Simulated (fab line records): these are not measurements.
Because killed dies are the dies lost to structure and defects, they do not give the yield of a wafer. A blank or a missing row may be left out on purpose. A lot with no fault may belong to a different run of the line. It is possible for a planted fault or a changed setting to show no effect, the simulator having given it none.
fab line records | flow n5Finfet
record: lots: 5 wafers: 15 lastDay: 17
route steps=1938 shown BEOL_M13@1706 BEOL_M14@1716 PASSIVATION@1936
lots that met no fault: from a run of the same line without faults
startH: the number of hours between the record's first day and the start of the first shown wafer of the lot | waitH: how many hours have passed since the lot's step before this one | " same as the row above | L1.1+2: several wafers, shown together as one row | - no value present, or no start provided | * or withheld: withheld | < > ~ a bound
route shown NAME@n: names a module that has steps shown in the file, with the first one's number in the route | usual: mean and standard deviation over wafers with no fault | same: alike in all rows | chamber/n: place in a boat | sites: per-site readings | _std_site: their standard deviation | _edge_site: inner sites' mean taken away from outer sites' mean | radiusMm: for every site, how far away it sits from the centre of the wafer | mask NAME#n: copy n | behind: tool/chamber where the wafer was last shaped | hold: cause of the lot's hold/its duration in hours/its outcome | device: transistor that didn't switch, given as n, p or np | end of line: the tests these same wafers got at the end of their route | a step without rows: its recipe alone | killed: at the first sort, the dies lost to defects and structure; wafer yield is something else | map: a wafer's dies, x killed, . not, _ none there
set.NAME: the setting the step ran with; set.NAME@STEP: the setting that earlier step ran with | model.NAME: the simulator's own value behind a step, which no gauge read
lots seen at some steps along the route; tables by step, rows by wafer
services: when a tool's chamber went out of use (startH, in hours from the record's first day, below 0 if earlier), for how many hours, and the reason
== steps ==
step: N5_BEOL_M13_SPUTTER_44
recipe: material: Ta targetThkA: 100 tempC: 50 biasV: 80 powerW: 15000 chamberPressurePa: 0.07 timeS: 16.13
step: N5_BEOL_M13_SPUTTER_45
recipe: material: Cu targetThkA: 800 tempC: -20 biasV: 60 powerW: 26000 chamberPressurePa: 0.13 timeS: 13.33
step: N5_BEOL_M13_ECD_47
recipe: material: Cu targetThkA: 9360
step: N5_BEOL_M13_ANNEAL_48
recipe: tempC: 225 timeS: 90 ambient: N2
step: N5_BEOL_M13_CMP_49
recipe: stopOn: SiOC tOverpolishS: 17.1 downForcePsi: 1 platenRpm: 50 clearingPlatenDownForcePsi: 1.5 clearingPlatenRpm: 50 postCmpClean: cuAlkaline targetThkNm: 420 clearingPlatenPadVelocityMS: 0.99484 padVelocityMS: 0.99484
step: N5_BEOL_M13_PRE_CLEAN_52
recipe: gas: NH3 timeS: 15 tempC: withheld rfPowerW: 300
step: N5_BEOL_M13_DEP_53
recipe: material: SiCN targetThkA: 500 tempC: withheld precursor: 3MS/NH3 pressureTorr: 3 rfW: 675 timeS: 17.8
step: N5_BEOL_M14_ILD_DEP_00
recipe: material: SiO2 targetThkA: 11193 tempC: 400 precursor: TEOS/O2 pressureTorr: 6.5 rfW: 900 teosFlowSccm: 161.4 gas: O2 flowSccm: 2650 timeS: 237.4
step: N5_BEOL_M14_COAT_58
recipe: resist: BARC tempC: 205 timeS: 60 spinRpm: 1500 resistThkNm: 89
usual: exhaustPa: 44.9/0.89 spinSpeedRpm: 1500.0/1.1
columns lot.wafer tool chamber startH waitH exhaustPa spinSpeedRpm model.BARC_of_BEOL_M14_COAT_58.thkNm
L196.2 lithoTrack-01 0 318.82 0.0 45.0 1499.8 88.6
L196.3 " 0 " " 45.0 1498.7 89
L196.6 " 0 " " 43.9 1500.0 89.2
L205.2 lithoTrack-01 0 365.11 0.0 45.2 1634.0 85.4
L205.5 " 0 " " 47.0 1633.1 85.4
L205.6 " 0 " " 47.7 1631.6 85.8
L206.4 lithoTrack-04 0 368.68 0.0 44.7 1498.2 89.2
L206.5 " 0 " " 44.4 1499.3 89.2
L206.6 " 0 " " 44.8 1498.2 89.4
L208.3 lithoTrack-01 0 375.90 0.0 44.8 1633.7 85.2
L208.5 " 0 " " 45.2 1633.3 85.6
L208.6 " 0 " " 46.0 1631.2 85.2
L210.1 lithoTrack-01 0 384.47 0.0 42.9 1632.7 85.4
L210.2 " 0 " " 44.7 1632.5 85.2
L210.4 " 0 " " 44.4 1632.7 85.4
step: N5_BEOL_M14_COAT_04
recipe: spinRpm: 1704 resistThkNm: 800
step: N5_BEOL_M14_EBR_06
recipe: solvent: PGMEA ebrWidthMm: 1.5
step: N5_BEOL_M14_SOFTBAKE_05
recipe: tempC: 130 timeS: 60
step: N5_BEOL_M14_EXPOSE_07
recipe: maskId: V13 na: 0.8 sourceShape: annular sigmaInner: 0.5 sigmaOuter: 0.8 polarization: unpolarized attpsmPhaseDeg: 180 doseMj: 57
step: N5_BEOL_M14_PEB_08
recipe: pebTempC: 130 pebTimeS: 90
step: N5_BEOL_M14_DEVELOP_09
recipe: developTimeS: 45 rinseLiquid: diw dry: airSpin devTempC: 21
step: N5_BEOL_M14_HARDBAKE_14
recipe: tempC: 130 timeS: 120
step: N5_BEOL_M14_DESCUM_15
recipe: chemistry: O2 timeS: 7.9 sourcePowerW: 50 biasPowerW: 20 pressureMtorr: 20 rfFrequencyHz: 2.712e+07 tempC: 40 o2FlowSccm: 225
step: N5_BEOL_M14_ETCH_59
recipe: chemistry: N2/H2 target: BARC targetDepthA: 890 overetchA: 267 timeS: 67.9 ionEnergyEv: 200 pressureMtorr: 30 sourceW: 840 biasW: 150 n2FlowSccm: 200 h2FlowSccm: 200
usual: drypumpMotorCurrentA: 5.7/0.38 n2FlowSccm: 200.0/0.65 oesProductAu: 0.70/0.079 rfFwdPowerW: 833.8/2.3 rfVppV: 524.4/2.9 showerheadPlenumPTorr: 2.56/0.098 throttleValvePct: 17.88/0.22
columns lot.wafer tool chamber startH waitH drypumpMotorCurrentA n2FlowSccm oesProductAu rfFwdPowerW rfHoursCounterH rfVppV showerheadPlenumPTorr throttleValvePct model.etch.depthNm
L196.2 rieDiel-06 3 319.22 0.0 5.5 199.1 0.70 830.3 72 523.4 2.47 18.15 88.6
L196.3 " 1 " " 5.5 200.5 0.72 833.8 61 521.8 2.48 17.59 88.91
L196.6 " 0 " " 6.5 199.9 0.63 830.7 - 521.3 2.43 17.91 89.13
L205.2 rieDiel-01 3 365.86 0.0 5.4 200.2 0.79 837.2 4 523.1 2.48 17.47 85.39
L205.5 " 2 " " 5.8 200.1 0.75 829.3 - 522.6 2.50 17.63 85.32
L205.6 " 1 " " 5.4 200.4 0.76 835.5 - 527.4 2.70 18.08 85.88
L206.4 rieDiel-03 2 369.23 0.0 5.7 200.5 0.70 838.8 - 527.1 2.68 17.98 89.21
L206.5 " 3 " " 6.6 200.1 0.66 829.2 - 526.6 2.64 17.65 89.13
L206.6 " 1 " " 5.7 199.7 0.75 834.8 - 524.9 2.61 18.11 89.48
L208.3 rieDiel-01 3 376.30 0.0 5.5 201.5 0.77 836.1 8 523.5 2.48 17.50 85.11
L208.5 " 3 " " 5.5 199.7 0.77 835.0 - 523.4 2.48 17.48 85.58
L208.6 " 2 " " 5.8 201.0 0.75 833.7 - 523.0 2.50 17.65 85.29
L210.1 rieDiel-01 3 384.97 0.0 5.5 198.9 0.76 829.8 12 522.6 2.48 17.48 85.33
L210.2 " 1 " " 5.4 200.5 0.74 836.7 40 527.0 2.70 18.11 85.1
L210.4 " 3 " " 5.5 199.3 0.76 833.6 - 521.8 2.48 17.50 85.43
step: N5_BEOL_M14_VIA_ETCH_16
recipe: chemistry: C4F8/O2/Ar target: SiO2 heInnerTorr: 15 heOuterTorr: 30 targetDepthA: 12313 timeS: withheld ionEnergyEv: 800 pressureMtorr: 20 sourceW: 1905 biasW: 2040 Ar_flow_sccm: 400 C4F8_flow_sccm: 16 O2_flow_sccm: 12 ends: cleared
step: N5_PASSIVATION_PROBE_49
usual: defectLimitedYield: 91.1/1.5 killed_at_M0_to_M3: 33/9.9 killed_at_M4_up: 14/5.2 killedAtContacts: 12/6.7 killedAtFrontEnd: 43/13 killedAtOther: 3.4/2.7 killedDies: 105/17 killedOpen: 69/13 killedShort: 33/7.5 sort_bin_5_function: 5.2/0.91 sort_bin_6_memory: 3.3/0.71 sort_bin_8_speed: 0.00/0.032 sortNPass: 1075/17 sortYieldPct: 91.1/1.5
same: grossDies: 1180 killedAtBackSide: 0 sort_bin_4_leakage[%]: 0
columns lot.wafer tool chamber startH waitH defectLimitedYield[%] killed_at_M0_to_M3 killed_at_M4_up killedAtContacts killedAtFrontEnd killedAtOther killedDies killedOpen killedShort sort_bin_5_function[%] sort_bin_6_memory[%] sort_bin_8_speed[%] sortNPass sortYieldPct[%]
L210.4 prober-02 - 417.68 0.2 92.7 28 18 6 26 8 86 57 28 4.0 2.8 0 1094 92.7
killed by level:class
L210.4 STI_FIN_REVEAL:geometricParticle:open=8 BEOL_M4:geometricParticle:open=7 BEOL_M2:geometricParticle:open=6 BEOL_M0_SAQP:geometricParticle:open=5 BEOL_M0_SAQP:geometricParticle:short=4 BEOL_M1:geometricParticle:open=4 BEOL_M3:geometricParticle:open=4 STI_FIN_REVEAL:geometricParticle:short=3
== services ==
columns tool chamber startH hours kind
rieDiel-01 2 299.41 - clean
rieDiel-01 2 299.41 - consumableReplace:focusRing
rieDiel-01 2 299.41 30.5 scheduledDown
rieDiel-01 2 299.41 30.5 ventCycle
rieDiel-01 3 329.94 - clean
rieDiel-01 3 329.94 - consumableReplace:focusRing
rieDiel-01 3 329.94 26.7 scheduledDown
rieDiel-01 3 329.94 26.7 ventCycle
rieDiel-03 1 331.23 10.9 repair
rieDiel-01 0 343.61 9.4 repair
rieDiel-01 1 360.24 5.1 repair
rieDiel-06 - 364.60 2.4 repair
rieDiel-03 0 368.14 - clean
rieDiel-03 0 368.14 - consumableReplace:focusRing
rieDiel-03 0 368.14 - consumableReplace:showerhead
rieDiel-03 0 368.14 16.1 scheduledDown
rieDiel-03 0 368.14 16.1 ventCycle
rieDiel-01 0 368.97 - clean
rieDiel-01 0 368.97 - consumableReplace:focusRing
rieDiel-01 0 368.97 21.8 scheduledDown
rieDiel-01 0 368.97 21.8 ventCycle
lithoTrack-04 - 373.06 - consumableReplace:filter
== key ==
firstSign: step: N5_BEOL_M14_COAT_58 reading: spinSpeedRpm direction: up sigmas: 99+ usual: * struck: *
effect none on later readings
modelEffect: step: N5_BEOL_M14_COAT_58 value: BARC_of_BEOL_M14_COAT_58.thkNm without: 89.07 struck: 85.4
modelEffect: step: N5_BEOL_M14_ETCH_59 value: etch.depthNm without: 89.07 struck: 85.38
metAt N5_BEOL_M14_COAT_58
struckWafers L205.2,L205.5,L205.6,L208.3,L208.5,L208.6,L210.1,L210.2,L210.4
onsetBetween 318.82 365.11
fault: kind: processParameterDrift tool: lithoTrack-01 chamber: - onsetH: 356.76 steps: N5_BEOL_M14_COAT_58 channel: spinRpm offset: * shape: step endH: 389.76 actsIn: * stated: *
